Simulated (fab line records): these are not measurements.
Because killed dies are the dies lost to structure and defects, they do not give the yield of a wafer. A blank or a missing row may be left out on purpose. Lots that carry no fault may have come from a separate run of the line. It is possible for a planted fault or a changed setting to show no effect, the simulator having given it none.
fab line records | flow nand-harc | part 2 of 2: steps 25 to 35 of 35
record lots=5 wafers=15 last-day=24
route steps=1159 shown P_M0@257 P_M1@285
lots with no fault: from the same line, run without faults
start-h: hours from the record's opening day to when the first of the lot's shown wafers began | wait-h: hours elapsed since this lot's preceding step | " same as the row above | L1.1+2: several wafers, shown together as one row | - value missing, or start not given | * or withheld: withheld | < > ~ a bound
route shown NAME@n: NAME is a module with steps in the file, n the number in the route of the first one | usual: the fault-free wafers' mean and standard deviation | same: alike in all rows | chamber/n: place in a boat | sites: per-site readings | _std_site: the values' standard deviation | _edge_site: inner sites' mean taken away from outer sites' mean | radius-mm: how far each site lies from the wafer's centre | mask NAME#n: copy n | behind: tool/chamber where the wafer was last shaped | hold: cause of the lot's hold/its duration in hours/its outcome | device: the transistor (n, p or np) that didn't switch | end of line: the tests these same wafers got at the end of their route | step lacking rows: just its recipe | killed: dies that structure and defects cost at the first sort, which is not the same as the wafer's yield | map: a wafer's dies, x killed, . not, _ none there
set.NAME: setting as actually run; set.NAME@STEP: the setting as run at that earlier step | model.NAME: the simulator's own value behind a step, which no gauge read
lots seen at some steps along the route; tables by step, rows by wafer
services: a tool's chamber out of use, with start hour (start-h, from the record's first day; less than 0 if before it), hours out, and reason
## steps
# step NHARC_P_M0_INSPECT_27
# usual raw-defect-count=318/130
# columns lot.wafer tool chamber start-h wait-h raw-defect-count
L075.4 defect-inspect-02 - 127.13 0.0 487
L075.5 " - " " 447
L075.6 " - " " 258
L077.2 defect-inspect-01 - 130.94 0.0 143
L077.4 " - " " 254
L077.5 " - " " 396
L079.3 defect-inspect-01 - 142.34 0.0 657
L079.4 " - " " 360
L079.5 " - " " 292
L082.2 defect-inspect-02 - 164.07 0.0 207
L082.4 " - " " 173
L082.6 " - " " 396
L092.1 defect-inspect-01 - 226.56 0.0 273
L092.3 " - " " 499
L092.4 " - " " 244
# step NHARC_P_M0_PRE_CLEAN_31
# recipe time-s=12 temp-c=370 rf-power-w=300 gas=NH3
# usual heater-power-w=647/70
# columns lot.wafer tool chamber start-h wait-h heater-power-w
L075.4 pecvd-03 1 127.23 0.1 680
L075.6 " 1 " " 681
L075.5 " 2 " " 722
L077.2 pecvd-04 2 131.00 0.1 652
L077.5 " 2 " " 657
L077.4 " 0 " " 468
L079.3 pecvd-04 0 142.42 0.1 485
L079.5 " 2 " " 712
L079.4 " 0 " " 476
L082.2 pecvd-04 2 164.16 0.1 695
L082.4 " 1 " " 520
L082.6 " 2 " " 685
L092.3 pecvd-03 2 226.62 0.1 734
L092.1 " 0 " " 626
L092.4 " 0 " " 614
# step NHARC_P_M0_DEP_32
# recipe target-thk-a=300 temp-c=370 target-thk-nm=30 pressure-torr=3 flow-sccm=200 rf-w=450 material=SiCN
# usual heater-power-w=597/74
# columns lot.wafer tool chamber start-h wait-h heater-power-w
L075.4 pecvd-03 1 127.44 0.2 619
L075.6 " 1 " " 632
L075.5 " 2 " " 565
L077.2 pecvd-04 2 131.08 0.1 698
L077.5 " 2 " " 708
L077.4 " 0 " " 406
L079.3 pecvd-04 0 142.53 0.1 476
L079.5 " 2 " " 717
L079.4 " 0 " " 491
L082.2 pecvd-04 2 164.30 0.1 681
L082.4 " 1 " " 516
L082.6 " 2 " " 697
L092.3 pecvd-03 2 226.70 0.1 614
L092.1 " 0 " " 552
L092.4 " 0 " " 571
# step NHARC_P_M1_DEP_00
# recipe target-thk-a=1825 target-thk-nm=182.5 temp-c=withheld pressure-torr=5 flow-sccm=200 rf-w=600 material=SiOC
# columns lot.wafer tool chamber start-h wait-h
L075.4+5+6 pecvd-01 0,1,2 127.99 0.5
L077.2+4+5 pecvd-04 0,1,0 - -
L079.3+4+5 pecvd-03 1,0,2 142.94 -
L082.2+6+4 pecvd-03 2,1,2 164.72 -
L092.1+3+4 pecvd-04 1,0,0 227.12 -
# step NHARC_P_M1_DEHYDRATE_01
# recipe temp-c=150 time-s=120
# usual exhaust-pa=45.0/0.88 plate-temp-C=150.01/0.15
# columns lot.wafer tool chamber start-h wait-h exhaust-pa plate-temp-C
L075.4 litho-track-04 0 128.26 - 45.6 150.01
L075.5 " 0 " " 44.5 149.99
L075.6 " 0 " " 45.2 149.96
L077.2 litho-track-06 0 131.88 - 44.4 149.76
L077.4 " 0 " " 45.3 150.05
L077.5 " 0 " " 44.9 149.85
L079.3 litho-track-01 0 143.30 - 44.9 149.84
L079.4 " 0 " " 45.5 149.98
L079.5 " 0 " " 45.4 150.08
L082.2 litho-track-01 0 165.04 - 44.1 149.78
L082.4 " 0 " " 45.0 149.84
L082.6 " 0 " " 45.2 149.92
L092.1 litho-track-06 0 227.55 - 46.2 149.98
L092.3 " 0 " " 45.7 150.24
L092.4 " 0 " " 46.4 150.25
# step NHARC_P_M1_HMDS_02
# recipe time-s=30
# usual exhaust-pa=45.0/0.9
# columns lot.wafer tool chamber start-h wait-h exhaust-pa
L075.4 litho-track-04 0 - - 45.5
L075.5 " 0 " " 44.9
L075.6 " 0 " " 45.7
L077.2 litho-track-06 0 - - 45.4
L077.4 " 0 " " 46.3
L077.5 " 0 " " 45.6
L079.3 litho-track-01 0 - - 45.1
L079.4 " 0 " " 45.0
L079.5 " 0 " " 46.3
L082.2 litho-track-01 0 - - 43.8
L082.4 " 0 " " 45.5
L082.6 " 0 " " 44.0
L092.1 litho-track-06 0 - - 45.4
L092.3 " 0 " " 46.1
L092.4 " 0 " " 44.8
# step NHARC_P_M1_COAT_34
# recipe temp-c=200 time-s=65
# usual exhaust-pa=45.1/0.92 plate-temp-C=200.01/0.16
# columns lot.wafer tool chamber start-h wait-h exhaust-pa plate-temp-C
L075.4 litho-track-04 0 - - 45.4 199.75
L075.5 " 0 " " 45.2 199.95
L075.6 " 0 " " 44.4 199.89
L077.2 litho-track-06 0 - - 45.1 199.89
L077.4 " 0 " " 44.5 200.03
L077.5 " 0 " " 44.5 199.91
L079.3 litho-track-01 0 - - 45.5 200.04
L079.4 " 0 " " 46.1 199.92
L079.5 " 0 " " 45.4 200.14
L082.2 litho-track-01 0 - - 43.6 199.86
L082.4 " 0 " " 44.4 199.94
L082.6 " 0 " " 43.2 199.97
L092.1 litho-track-06 0 - - 45.3 200.08
L092.3 " 0 " " 45.6 199.93
L092.4 " 0 " " 44.8 199.92
# step NHARC_P_M1_COAT_03
# recipe spin-rpm=1500 resist-thk-nm=90
# usual exhaust-pa=44.8/0.82
# columns lot.wafer tool chamber start-h wait-h exhaust-pa
L075.4 litho-track-04 0 - - 44.6
L075.5 " 0 " " 43.9
L075.6 " 0 " " 44.8
L077.2 litho-track-06 0 - - 45.0
L077.4 " 0 " " 45.5
L077.5 " 0 " " 45.5
L079.3 litho-track-01 0 - - 44.6
L079.4 " 0 " " 45.2
L079.5 " 0 " " 43.7
L082.2 litho-track-01 0 - - 44.4
L082.4 " 0 " " 45.1
L082.6 " 0 " " 45.3
L092.1 litho-track-06 0 - - 44.0
L092.3 " 0 " " 44.6
L092.4 " 0 " " 44.4
# step NHARC_P_M1_SOFTBAKE_04
# recipe temp-c=105 time-s=55
# usual exhaust-pa=45.0/0.9 plate-temp-C=105.02/0.13
# columns lot.wafer tool chamber start-h wait-h exhaust-pa plate-temp-C
L075.4 litho-track-04 0 - - 44.4 105.11
L075.5 " 0 " " 46.1 104.89
L075.6 " 0 " " 44.0 104.93
L077.2 litho-track-06 0 - - 45.8 104.95
L077.4 " 0 " " 45.6 105.14
L077.5 " 0 " " 45.3 104.93
L079.3 litho-track-01 0 - - 44.7 104.90
L079.4 " 0 " " 45.4 104.83
L079.5 " 0 " " 44.0 105.02
L082.2 litho-track-01 0 - - 44.4 105.05
L082.4 " 0 " " 43.5 104.97
L082.6 " 0 " " 44.5 105.00
L092.1 litho-track-06 0 - - 44.9 104.96
L092.3 " 0 " " 46.0 105.14
L092.4 " 0 " " 45.6 105.14
# step NHARC_P_M1_EBR_05
# usual exhaust-pa=44.9/0.91
# columns lot.wafer tool chamber start-h wait-h exhaust-pa
L075.4 litho-track-04 0 - - 42.4
L075.5 " 0 " " 43.5
L075.6 " 0 " " 44.4
L077.2 litho-track-06 0 - - 45.8
L077.4 " 0 " " 44.5
L077.5 " 0 " " 45.1
L079.3 litho-track-01 0 - - 45.7
L079.4 " 0 " " 45.0
L079.5 " 0 " " 45.2
L082.2 litho-track-01 0 - - 43.4
L082.4 " 0 " " 45.2
L082.6 " 0 " " 45.4
L092.1 litho-track-06 0 - - 46.1
L092.3 " 0 " " 46.8
L092.4 " 0 " " 46.8
# step NHARC_P_M1_EXPOSE_06
# recipe na=1.35 target-cd-nm=130 dose-mj=81.88 mask-id=P_M1
# usual exposure-dose-mJ-cm2=81.86/0.074 reticle-temp-C=22.97/0.1
# columns lot.wafer tool chamber start-h wait-h mask exposure-dose-mJ-cm2 reticle-temp-C
L075.4 arfi-scanner-03 0 128.44 - P_M1#0 81.95 22.95
L075.5 " 0 " " P_M1#0 81.85 22.94
L075.6 " 0 " " P_M1#0 81.82 22.77
L077.2 arfi-scanner-03 0 132.05 - P_M1#0 81.85 23.13
L077.4 " 0 " " P_M1#0 81.95 22.94
L077.5 " 0 " " P_M1#0 81.83 23.01
L079.3 arfi-scanner-02 0 143.47 - P_M1#0 81.81 22.94
L079.4 " 0 " " P_M1#0 81.94 23.05
L079.5 " 0 " " P_M1#0 81.84 22.88
L082.2 arfi-scanner-01 0 165.33 - P_M1#0 81.85 22.97
L082.4 " 0 " " P_M1#0 81.73 22.79
L082.6 " 0 " " P_M1#0 81.78 22.96
L092.1 arfi-scanner-03 0 227.84 - P_M1#0 81.91 22.88
L092.3 " 0 " " P_M1#0 81.85 22.89
L092.4 " 0 " " P_M1#0 81.82 22.81
## services
# columns tool chamber start-h hours kind
cmp-04 - 105.00 4.0 pm
pecvd-03 - 111.00 13.0 pm
pvd-sputter-01 - 115.81 1.2 repair
litho-track-06 - 117.00 7.0 pm
arfi-scanner-03 - 120.80 0.9 repair
cmp-02 - 128.60 4.0 pm
cmp-04 - 139.01 0.9 repair
arfi-scanner-03 - 140.00 4.0 pm
litho-track-04 - 141.00 7.0 pm
rie-diel-07 1 148.24 6.4 repair
cmp-04 - 155.65 2.5 repair
pvd-sputter-01 - 158.00 10.0 pm
pecvd-04 - 161.75 0.4 repair
rie-diel-07 - 165.40 0.6 repair
ecd-cu-02 - 180.00 8.0 pm
rie-diel-09 3 190.42 2.4 repair
rie-diel-07 1 191.99 3.7 repair
pecvd-04 - 195.70 13.0 pm
arfi-scanner-01 - 196.00 4.0 pm
arfi-scanner-03 - 201.08 2.6 repair
arfi-scanner-01 - 211.15 0.7 repair
pvd-sputter-02 - 214.02 10.0 pm
pvd-sputter-01 - 217.17 1.9 repair
pvd-sputter-01 - 227.25 0.9 repair
